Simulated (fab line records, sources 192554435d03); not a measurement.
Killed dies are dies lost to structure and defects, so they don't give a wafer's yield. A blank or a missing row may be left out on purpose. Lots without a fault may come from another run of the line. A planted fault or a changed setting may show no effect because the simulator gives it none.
Which tool did it? | flow n5_finfet | 11 lots, 33 wafers sampled, at 5 steps of a route of 1938

WHAT THE GAUGES READ, wafer by wafer
The record holds no reading of a measuring or inspecting step that can be judged against a usual standard deviation.

WHICH TOOL RAN EACH LOT (tool, then ch and the chambers of the sampled wafers, then the start)
lot  | N5_BEOL_M10_SPUTTER_48       | N5_BEOL_M11_ILD_DEP_00          | N5_BEOL_M11_COAT_05               | N5_BEOL_M11_DESCUM_16              | N5_PASSIVATION_PROBE_49
L409 | pvd_sputter-03, day 11 09:05 | pecvd-03 ch 0,1,2, day 11 11:05 | litho_track-02 ch 0, day 11 13:29 | rie_diel-04 ch 0,1, day 11 13:57   | prober-02, day 13 14:43
L410 | pvd_sputter-02, day 11 19:04 | pecvd-03 ch 1,2, day 11 20:27   | litho_track-02 ch 0, day 11 22:42 | rie_diel-04 ch 0, day 11 23:16     | prober-01, day 13 21:29
L412 | pvd_sputter-02, day 12 02:55 | pecvd-02 ch 0,1, day 12 03:56   | litho_track-05 ch 0, day 12 05:49 | rie_diel-01 ch 0,1, day 12 06:17   | prober-02, day 14 03:25
L411 | pvd_sputter-02, day 12 11:14 | pecvd-03 ch 0,1,2, day 12 12:38 | litho_track-05 ch 0, day 12 14:28 | rie_diel-06 ch 0,1,2, day 12 15:28 | prober-01, day 14 16:31
L415 | pvd_sputter-02, day 12 15:31 | pecvd-02 ch 0,1,2, day 12 16:53 | litho_track-05 ch 0, day 12 19:47 | rie_diel-06 ch 1,3, day 12 20:28   | prober-01, day 14 20:16
L416 | pvd_sputter-02, day 13 08:56 | pecvd-02 ch 1,2, day 13 10:27   | litho_track-01 ch 0, day 13 14:28 | rie_diel-01 ch 0,1,3, day 13 15:01 | prober-02, day 15 12:06
L417 | pvd_sputter-01, day 13 16:24 | pecvd-03 ch 0,1,2, day 13 18:04 | litho_track-05 ch 0, day 13 18:59 | rie_diel-04 ch 0,2,3, day 13 19:29 | prober-02, day 16 01:20
L422 | pvd_sputter-02, day 14 10:24 | pecvd-02 ch 0,1, day 14 11:27   | litho_track-01 ch 0, day 14 13:46 | rie_diel-06 ch 1,2,3, day 14 14:06 | prober-02, day 16 22:35
L426 | pvd_sputter-03, day 15 02:55 | pecvd-02 ch 0,1,2, day 15 05:56 | litho_track-02 ch 0, day 15 06:54 | rie_diel-04 ch 1,2, day 15 07:14   | prober-01, day 17 13:50
L425 | pvd_sputter-02, day 15 06:30 | pecvd-04 ch 0,2, day 15 07:31   | litho_track-01 ch 0, day 15 10:28 | rie_diel-04 ch 0,3, day 15 10:49   | prober-02, day 17 15:38
L427 | pvd_sputter-03, day 16 01:59 | pecvd-03 ch 0,2, day 16 03:05   | litho_track-02 ch 0, day 16 06:00 | rie_diel-04 ch 1,2,3, day 16 06:27 | prober-02, day 18 06:28
- N5_BEOL_M10_SPUTTER_48: material Cu, target thk 12 nm, time 2 s.
- N5_BEOL_M11_ILD_DEP_00: deposits SiCOH lowk from DEMS/porogen, target thk 308.51 nm, time 58 s.
- N5_BEOL_M11_COAT_05: resist thk 90 nm.
- N5_BEOL_M11_DESCUM_16: chemistry O2, time 7.9 s.
- N5_PASSIVATION_PROBE_49

WHAT THE TOOLS THEMSELVES READ (means of the sampled wafers that have a number; where no wafer has one, the mark that the record gives instead)
N5_BEOL_M10_SPUTTER_48.
lot  | tool           | cathode_dc_power_W (W) | chamber_pressure_pa (Pa) | throttle_valve_pct (%)
L409 | pvd_sputter-03 | 25998                  | 0.13                     | 30.4
L410 | pvd_sputter-02 | 26003                  | 0.13                     | 30.8
L412 | pvd_sputter-02 | 25997                  | 0.13                     | 30.1
L411 | pvd_sputter-02 | 25998                  | 0.13                     | 29.7
L415 | pvd_sputter-02 | 25999                  | 0.13                     | 29.0
L416 | pvd_sputter-02 | 25999                  | 0.13                     | 29.8
L417 | pvd_sputter-01 | 26001                  | 0.13                     | 30.0
L422 | pvd_sputter-02 | 26001                  | 0.13                     | 30.6
L426 | pvd_sputter-03 | 26002                  | 0.13                     | 29.8
L425 | pvd_sputter-02 | 26006                  | 0.13                     | 30.7
L427 | pvd_sputter-03 | 25997                  | 0.13                     | 29.4

N5_BEOL_M11_ILD_DEP_00.
lot  | tool     | chamber_pressure_Torr (Torr) | heater_power_w (W) | showerhead_plenum_p_Torr (Torr) | throttle_valve_pct (%)
L409 | pecvd-03 | 5.008                        | 293                | 5.753                           | 13.8
L410 | pecvd-03 | 4.992                        | 250                | 5.751                           | 13.2
L412 | pecvd-02 | 4.996                        | 285                | 5.748                           | 14.4
L411 | pecvd-03 | 4.994                        | 278                | 5.746                           | 13.9
L415 | pecvd-02 | 5.008                        | 259                | 5.746                           | 14.2
L416 | pecvd-02 | 5.008                        | 270                | 5.730                           | 14.2
L417 | pecvd-03 | 5.005                        | 279                | 5.746                           | 14.0
L422 | pecvd-02 | 4.996                        | 273                | 5.748                           | 14.3
L426 | pecvd-02 | 5.009                        | 269                | 5.728                           | 14.1
L425 | pecvd-04 | 5.001                        | 316                | 5.740                           | 13.0
L427 | pecvd-03 | 5.004                        | 318                | 5.758                           | 14.7

N5_BEOL_M11_COAT_05.
lot  | tool           | spin_speed_rpm (rpm)
L409 | litho_track-02 | 1500.0
L410 | litho_track-02 | 1500.7
L412 | litho_track-05 | 1500.5
L411 | litho_track-05 | 1499.8
L415 | litho_track-05 | 1500.9
L416 | litho_track-01 | 1499.6
L417 | litho_track-05 | 1499.7
L422 | litho_track-01 | 2058.5
L426 | litho_track-02 | 1501.1
L425 | litho_track-01 | 2058.7
L427 | litho_track-02 | 1499.8

N5_BEOL_M11_DESCUM_16.
lot  | tool        | drypump_motor_current_A (A) | oes_product_au (a.u.) | rf_vpp_V (V) | showerhead_plenum_p_Torr (Torr) | throttle_valve_pct (%)
L409 | rie_diel-04 | 5.3                         | 0.73                  | 244.3        | 2.16                            | 20.68
L410 | rie_diel-04 | 5.3                         | 0.74                  | 244.7        | 2.17                            | 20.62
L412 | rie_diel-01 | 6.3                         | 0.71                  | 242.5        | 2.05                            | 20.73
L411 | rie_diel-06 | 5.3                         | 0.77                  | 242.1        | 2.09                            | 20.35
L415 | rie_diel-06 | 6.0                         | 0.88                  | 242.2        | 2.01                            | 20.30
L416 | rie_diel-01 | 6.2                         | 0.80                  | 242.3        | 2.04                            | 20.54
L417 | rie_diel-04 | 5.7                         | 0.81                  | 243.7        | 2.14                            | 20.34
L422 | rie_diel-06 | 5.5                         | 0.83                  | 242.8        | 2.06                            | 20.28
L426 | rie_diel-04 | 5.6                         | 0.89                  | 243.4        | 2.13                            | 20.57
L425 | rie_diel-04 | 5.5                         | 0.77                  | 243.8        | 2.15                            | 20.43
L427 | rie_diel-04 | 5.8                         | 0.87                  | 243.9        | 2.12                            | 20.36

N5_PASSIVATION_PROBE_49.
lot  | tool      | defect_limited_yield (%) | killed_at_M0_to_M3 | killed_at_M4_up | killed_at_contacts | killed_at_front_end | killed_at_other | killed_dies | killed_on_rim | killed_open | killed_short | sort_bin_5_function (%) | sort_bin_6_memory (%) | sort_bin_8_speed (%) | sort_n_pass | sort_yield_pct (%)
L409 | prober-02 | 90.7                     | 40                 | 16              | 19                 | 32                  | 1               | 109         | 17            | 70          | 38           | 5.7                     | 3.3                   | 0.00                 | 1071        | 90.7
L410 | prober-01 | 90.9                     | 50                 | 14              | 11                 | 32                  | 0               | 107         | 16            | 71          | 35           | 5.0                     | 3.6                   | 0.00                 | 1073        | 90.9
L412 | prober-02 | 90.1                     | 35                 | 19              | 10                 | 51                  | 1               | 116         | 16            | 85          | 30           | 5.8                     | 3.9                   | 0.00                 | 1064        | 90.1
L411 | prober-01 | 89.8                     | 47                 | 16              | 11                 | 46                  | 0               | 121         | 16            | 78          | 42           | 5.5                     | 4.5                   | 0.00                 | 1059        | 89.8
L415 | prober-01 | 90.6                     | 34                 | 12              | 9                  | 53                  | 2               | 111         | 14            | 69          | 37           | 5.4                     | 3.4                   | 0.00                 | 1069        | 90.6
L416 | prober-02 | 89.8                     | 33                 | 13              | 17                 | 45                  | 12              | 120         | 19            | 75          | 43           | 5.6                     | 4.1                   | 0.00                 | 1060        | 89.8
L417 | prober-02 | 89.3                     | 40                 | 16              | 6                  | 55                  | 10              | 127         | 18            | 82          | 42           | 6.9                     | 3.6                   | 0.00                 | 1053        | 89.3
L422 | prober-02 | 90.1                     | 42                 | 12              | 11                 | 46                  | 5               | 117         | 15            | 74          | 41           | 5.8                     | 3.8                   | 0.03                 | 1063        | 90.1
L426 | prober-01 | 91.4                     | 30                 | 10              | 17                 | 36                  | 8               | 102         | 15            | 67          | 33           | 5.1                     | 3.1                   | 0.00                 | 1078        | 91.4
L425 | prober-02 | 90.9                     | 34                 | 15              | 10                 | 47                  | 2               | 107         | 14            | 59          | 47           | 5.1                     | 3.6                   | 0.00                 | 1073        | 90.9
L427 | prober-02 | 92.4                     | 30                 | 7               | 15                 | 38                  | 0               | 90          | 13            | 65          | 24           | 3.9                     | 3.5                   | 0.00                 | 1090        | 92.4

THE ANSWER, worked out from the rows above alone
Rule: what is usual is taken from the lots themselves. Put in order of their means at a reading, lots are off if they are a third of the lots or fewer, leave a main group of 4 or more, and stand apart from it by a gap of 3 or more times the standard deviation of the main group's means; of several such gaps the widest counts. A main group whose means are all the same, to the digits that the tables above print for the reading, isn't used. A lot without any number at a reading at which 4 lots or more have one is off too. The other lots that the step has rows for count as sound. The gauges are gone through in route order, then the tools' own readings, and for those a lot's mean is taken as printed above. The first step at which some lot is off is used, and at that step the reading that is off furthest; a lot without a number counts as furthest.
Off: L422, L425, at N5_BEOL_M11_COAT_05 (spin_speed_rpm). The main group: mean 1500.2 rpm, standard deviation 0.54.
A tool fits if, at that step or a process step before it, it ran every lot that is off, and no sound lot after the first of them. Can't be told from this: 2 tools fit, pvd_sputter-02 at N5_BEOL_M10_SPUTTER_48, litho_track-01 at N5_BEOL_M11_COAT_05.

WHAT THE SIMULATOR HAD PUT IN
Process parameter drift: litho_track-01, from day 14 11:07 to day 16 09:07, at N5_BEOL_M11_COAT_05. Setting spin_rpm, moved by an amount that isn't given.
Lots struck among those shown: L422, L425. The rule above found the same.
